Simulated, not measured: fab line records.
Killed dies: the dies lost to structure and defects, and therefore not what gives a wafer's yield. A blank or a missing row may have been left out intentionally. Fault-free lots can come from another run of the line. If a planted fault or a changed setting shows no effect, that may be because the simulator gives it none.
fab line records    flow nand-harc
[record] lots = 5  wafers = 15  last-day = 33
route steps=1302 shown A_WL_FILL@953 END@1302
lots that met no fault: taken from a fault-free run of the same line
start-h: the number of hours between the record's first day and the start of the first shown wafer of the lot    wait-h: hours elapsed since this lot's preceding step    " repeats the value in the row above    L1.1+2: one row covering several wafers at once    - value missing, or start not given    * or withheld: withheld    < > ~ a bound
route shown NAME@n: names a module that has steps shown in the file, with the first one's number in the route    usual: mean/standard deviation of fault-free wafers    same: alike in all rows    chamber/n: place in a boat    sites: each site's reading    _std_site: the values' standard deviation    _edge_site: inner sites' mean taken away from outer sites' mean    radius-mm: how far each site lies from the wafer's centre    mask NAME#n: copy n    behind: the last tool/chamber to shape the wafer    hold: why the lot went on hold/how many hours it stayed there/how the hold came to an end    device: the n, p or np transistor that did not switch    end of line: the route-end tests of the same wafers    a step with no rows: only its recipe    killed: count of dies lost to structure and defects at first sort (not the wafer's yield)    map: shows each die of a wafer: x if killed, . if not, _ if none is there
set.NAME: the run value of the setting; set.NAME@STEP: its run value at that earlier step    model.NAME: the simulator's own value behind a step, which no gauge read
lots at selected steps of the route; one table per step, one row per wafer
services: from which hour (start-h, from the record's first day; less than 0 if before it) a tool's chamber was out of use, for how many hours, and why
[[steps]]
[step NHARC_A_WL_FILL_RTA_01]
[recipe] temp-c = 1000  time-s = 5
[usual] lamp-power-pct = 28.2/0.44  lamp_zone_3_pct = 28.2/0.44  lamp_zone_7_pct = 28.6/0.44  wafer_temp_C_max = 1006.0/2
[same] time-s = 5
lot.wafer  tool           chamber  start-h  wait-h  lamp-power-pct  lamp_zone_3_pct  lamp_zone_7_pct  wafer_temp_C_max
L315.3     rtp-anneal-01  0        540.05   -       27.8            27.8             28.3             1008.7
L315.4     "              0        "        "       27.9            27.8             28.3             1004.9
L315.6     "              0        "        "       27.8            27.8             28.3             1007.4
L317.4     rtp-anneal-01  0        564.05   -       27.8            27.8             28.2             1005.9
L317.5     "              0        "        "       27.9            27.8             28.2             1005.5
L317.6     "              0        "        "       27.8            27.8             28.3             1005.5
L319.3     rtp-anneal-01  0        586.28   -       27.8            27.8             28.2             1006.2
L319.4     "              0        "        "       27.9            27.9             28.2             1006.7
L319.6     "              0        "        "       27.8            27.8             28.3             1004.8
L327.1     rtp-anneal-02  0        634.47   -       28.6            28.7             29.2             1003.5
L327.3     "              0        "        "       28.7            28.7             29.1             1003.8
L327.4     "              0        "        "       28.7            28.7             29.2             1004.6
L331.1     rtp-anneal-01  0        686.44   -       27.9            27.9             28.3             1005.5
L331.4     "              0        "        "       27.8            27.8             28.3             1007.1
L331.6     "              0        "        "       27.9            27.9             28.3             1006.7
[step NHARC_A_WL_FILL_ALD_02]
[recipe] target-thk-a = 20  pulse-time-s = 3  ald-cycles = 100  temp-c = 450  material = TiN
[usual] ald-cycles = 100/0  heater-power-w = 1047/83  precursor-pulse-height-rel = 1.000/0.021
lot.wafer  tool          chamber  start-h  wait-h  ald-cycles  heater-power-w  precursor-pulse-height-rel
L315.3     ald-metal-03  2        540.29   0.2     100         1179            1.028
L315.4     "             3        "        "       100         969             1.021
L315.6     "             1        "        "       100         1022            1.014
L317.4     ald-metal-01  3        564.30   0.2     100         1055            0.982
L317.5     "             0        "        "       100         1016            0.998
L317.6     "             1        "        "       100         1154            1.053
L319.4     ald-metal-01  3        586.48   0.1     100         1039            0.983
L319.3     "             1        "        "       100         1199            0.956
L319.6     "             2        "        "       100         1087            0.995
L327.4     ald-metal-01  3        634.69   0.1     100         1027            1.023
L327.1     "             1        "        "       100         1184            0.982
L327.3     "             2        "        "       100         1112            0.987
L331.4     ald-metal-03  2        686.69   0.1     100         1114            0.993
L331.1     "             3        "        "       100         893             0.999
L331.6     "             2        "        "       100         1166            1.004
[step NHARC_A_WL_FILL_CVD_03]
[recipe] target-thk-a = 400  temp-c = 300  pressure-torr = 40  wf6-flow-sccm = 40  h2-flow-sccm = 1600  ar-flow-sccm = 1560  time-s = 279  material = W
[usual] heater-power-w = 489/36  throttle-valve-pct = 7.81/0.24
[same] time-s = 279
lot.wafer  tool      chamber  start-h  wait-h  heater-power-w  throttle-valve-pct
L315.4     cvd-w-01  0        540.75   0.2     524             7.73
L315.3     "         1        "        "       520             7.67
L315.6     "         1        "        "       527             7.85
L317.4     cvd-w-02  1        564.79   0.2     454             7.88
L317.5     "         0        "        "       429             7.84
L317.6     "         1        "        "       474             7.72
L319.3     cvd-w-02  1        586.98   0.2     460             7.93
L319.4     "         0        "        "       436             8.12
L319.6     "         1        "        "       453             8.11
L327.1     cvd-w-01  0        635.18   0.1     492             7.61
L327.3     "         1        "        "       525             7.51
L327.4     "         0        "        "       499             7.32
L331.1     cvd-w-01  1        687.14   0.1     520             8.06
L331.4     "         1        "        "       519             8.07
L331.6     "         0        "        "       500             7.89
[step NHARC_A_WL_FILL_ETCHBACK_04]
[recipe] target-depth-a = 600  time-s = 120  chemistry = NF3
[step NHARC_A_WL_FILL_ETCHBACK_05]
[recipe] target-depth-a = 220  time-s = 60  temp-c = 40  chemistry = Cl2/BCl3
[step NHARC_A_WL_FILL_STRIP_27]
[recipe] power-w = 1500  temp-c = 250  time-s = 20  chemistry = N2/H2
[usual] drypump-motor-current-A = 5.81/0.17  heater-power-w = 362/35  rf-refl-power-W = 22/4.4  temp-c = 250.00/0.17
[same] time-s = 20
lot.wafer  tool             chamber  start-h  wait-h  drypump-motor-current-A  heater-power-w  rf-hours-counter-h  rf-refl-power-W  temp-c
L315.3     plasma-asher-01  1        541.44   0.1     6.06                     398             -                   -                249.76
L315.4     "                0        "        "       5.77                     322             -                   -                250.03
L315.6     "                1        "        "       6.05                     402             -                   -                250.00
L317.4     plasma-asher-01  1        565.45   0.2     6.04                     404             -                   27               249.91
L317.6     "                0        "        "       5.77                     327             -                   20               249.97
L317.5     "                1        "        "       6.03                     406             -                   28               250.30
L319.4     plasma-asher-01  0        587.72   0.2     5.78                     325             -                   20               249.92
L319.3     "                1        "        "       6.06                     399             -                   28               249.95
L319.6     "                1        "        "       6.04                     404             -                   28               249.92
L327.1     plasma-asher-01  1        635.99   0.2     6.05                     398             23                  28               250.09
L327.4     "                0        "        "       5.77                     323             -                   19               249.95
L327.3     "                1        "        "       6.05                     401             -                   27               250.16
L331.1     plasma-asher-02  1        687.86   0.1     5.62                     386             14                  16               250.02
L331.4     "                0        "        "       5.72                     326             -                   22               250.08
L331.6     "                1        "        "       5.58                     391             -                   16               250.25
[step NHARC_A_WL_FILL_STRIP_28]
[recipe] time-s = 1200  temp-c = 72.5  chemistry = post-etch-residue-remover
[step NHARC_A_WL_FILL_PRECLEAN_06]
[recipe] time-s = 300  chemistry = DIW
[step NHARC_A_WL_FILL_SRD_07]
[step NHARC_A_WL_FILL_ANNEAL_08]
[recipe] temp-c = 450  time-s = 1800
[step NHARC_A_WL_FILL_ALD_10]
[recipe] target-thk-a = 500  pulse-time-s = 10  ald-cycles = 500  temp-c = 300  material = SiO2
[usual] ald-cycles = 500/0  heater-power-w = 494/50  precursor-pulse-height-rel = 0.998/0.019
lot.wafer  tool       chamber  start-h  wait-h  ald-cycles  heater-power-w  precursor-pulse-height-rel
L315.4     ald-hk-02  0        546.36   0.0     500         465             0.990
L315.3     "          3        547.92   1.6     500         486             1.004
L315.6     "          0        "        "       500         458             1.007
L317.4     ald-hk-04  3        575.99   1.6     500         463             1.009
L317.6     "          0        "        "       500         514             1.007
L317.5     "          1        "        "       500         610             1.014
L319.3     ald-hk-04  0        596.07   2.1     500         510             1.008
L319.4     "          1        598.09   4.1     500         606             0.998
L319.6     "          0        604.15   10.2    500         510             1.023
L327.3     ald-hk-02  0        643.01   0.0     500         465             1.006
L327.1     "          2        644.04   1.1     500         584             0.963
L327.4     "          3        "        "       555         487             1.003
L331.4     ald-hk-01  3        694.34   0.6     500         520             0.994
L331.1     "          1        695.37   1.6     500         480             0.954
L331.6     "          2        "        "       500         448             1.003
[step NHARC_A_WL_FILL_ETCHBACK_16]
[recipe] target-depth-a = 1200  time-s = 24  c4f8-flow-sccm = withheld  o2-flow-sccm = 8  ar-flow-sccm = withheld  rf-w = 600  bias-w = 800  chemistry = C4F8/O2/Ar
[usual] chamber-pressure-mTorr = 24.999/0.025  oes-product-au = 0.979/0.028  rf-vpp-V = 724/4.9
[same] time-s = 24
lot.wafer  tool         chamber  start-h  wait-h  chamber-pressure-mTorr  oes-product-au  rf-hours-counter-h  rf-vpp-V
L315.4     rie-diel-04  0        -        -       25.005                  0.986           0.1                 725
L315.3     "            2        "        "       24.991                  1.005           0.2                 731
L315.6     "            0        "        "       25.003                  0.996           -                   725
L317.4     rie-diel-01  0        -        -       24.990                  1.004           0.1                 731
L317.5     "            2        "        "       25.012                  0.997           -                   725
L317.6     "            3        "        "       24.958                  1.002           -                   722
L319.3     rie-diel-12  2        607.76   9.7     25.000                  0.988           6.1                 726
L319.4     "            1        "        "       25.010                  0.992           -                   719
L319.6     "            2        "        "       25.019                  0.990           -                   727
L327.1     rie-diel-04  0        -        -       25.030                  0.994           2.8                 724
L327.3     "            2        "        "       24.967                  0.999           3.1                 729
L327.4     "            3        "        "       24.985                  1.004           -                   723
L331.1     rie-diel-01  1        -        -       25.004                  0.987           3.3                 718
L331.6     "            1        "        "       24.960                  1.002           -                   718
L331.4     "            2        "        "       24.984                  0.990           -                   724
[step NHARC_END_SORT_01]
[recipe] temp-c = 25
[usual] killed-at-array = 57/24  killed-at-other = 0.7/0.94  killed-at-periphery = 3.8/2.5  killed-dies = 62/23  killed-open = 3.1/1.8  killed-short = 2.5/1.6
[same] gross-dies = 677
lot.wafer  tool       chamber  start-h  wait-h  killed-at-array  killed-at-other  killed-at-periphery  killed-dies  killed-open  killed-short
L317.4     prober-02  0        667.81   3.4     80               1                4                    85           4            2
L317.5     prober-02  0        668.62   3.7     82               0                3                    85           2            3
L317.6     prober-02  0        669.43   4.0     73               0                2                    75           4            2
// killed by level:class
L317.4 A_SLIT:chamber-film-flake=34 A_CHANNEL_HOLE_D1:chamber-film-flake=32 A_WL_FILL:chamber-film-flake=3 A_CHANNEL_HOLE_D2:unspecified=2 A_ONON_D1:geometric-particle:open=1 A_ONON_D2:geometric-particle:open=1 A_SGD_CUT:geometric-particle:short=1 A_WL_FILL:geometric-particle:open=1
L317.5 A_CHANNEL_HOLE_D1:chamber-film-flake=38 A_SLIT:chamber-film-flake=30 A_CONTACT:chamber-film-flake=3 A_ZERO_WELL:chamber-film-flake=2 A_CHANNEL_HOLE_D2:chamber-film-flake=2 A_CHANNEL_FILL_D1:geometric-particle:open=1 A_CHANNEL_FILL_D1:geometric-particle:short=1 A_ONON_D2:geometric-particle:short=1
L317.6 A_SLIT:chamber-film-flake=38 A_CHANNEL_HOLE_D1:chamber-film-flake=20 A_WL_FILL:chamber-film-flake=4 P_CONTACT:geometric-particle:open=2 A_CONTACT:chamber-film-flake=2 A_CHANNEL_HOLE_D2:chamber-film-flake=2 A_CHANNEL_HOLE_D2:geometric-particle:short=1 A_CONTACT:geometric-particle:short=1
[[services]]
tool             chamber  start-h  hours  kind
plasma-asher-01  -        519.58   9.0    pm
rie-diel-04      0        523.55   6.1    repair
ald-metal-01     -        526.00   10.0   pm
ald-hk-02        -        528.15   10.0   pm
rie-diel-04      -        531.95   9.0    pm
ald-metal-01     0        544.35   5.9    repair
cvd-w-01         -        547.00   13.0   pm
ald-hk-01        -        550.26   2.2    repair
rie-diel-01      -        557.95   9.0    pm
ald-hk-01        -        562.04   3.8    repair
ald-metal-03     -        568.00   10.0   pm
rie-diel-01      0        580.30   4.5    repair
rie-diel-12      0        585.52   24.2   repair
rie-diel-01      2        591.73   5.4    repair
plasma-asher-02  -        604.07   9.0    pm
rie-diel-12      -        622.40   9.0    pm
cvd-w-02         -        631.00   13.0   pm
rie-diel-04      1        644.05   14.2   repair
plasma-asher-01  -        654.20   2.6    repair
plasma-asher-02  -        660.10   8.2    repair
rie-diel-12      1        660.46   12.9   repair
ald-metal-03     -        684.09   0.8    repair
rie-diel-01      3        689.88   10.9   repair
plasma-asher-01  -        696.58   9.0    pm
[[key]]
[first-sign] step = NHARC_A_WL_FILL_ALD_10  reading = ald-cycles  direction = up  sigmas = 99+  usual = 500  struck = 555
effect none on later readings
met-at NHARC_A_WL_FILL_ALD_10
struck-wafers L327.4
tester-left-out L327
onset-between 546.36 643.01
[fault] kind = process-parameter-drift  tool = ald-hk-02  chamber = 3  onset-h = 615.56  steps = NHARC_A_WL_FILL_ALD_10  channel = ald-cycles  offset = 55  shape = step  end-h = 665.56  acts-in = these-recipes-only  stated = 500
// tester-left-out: of these lots the tester's yield and bins aren't shown, on N5 and GAA mostly nor the transistor test; their killed dies are dies lost to structure and defects alone, not to doping, threshold or leakage, so they don't give the yield
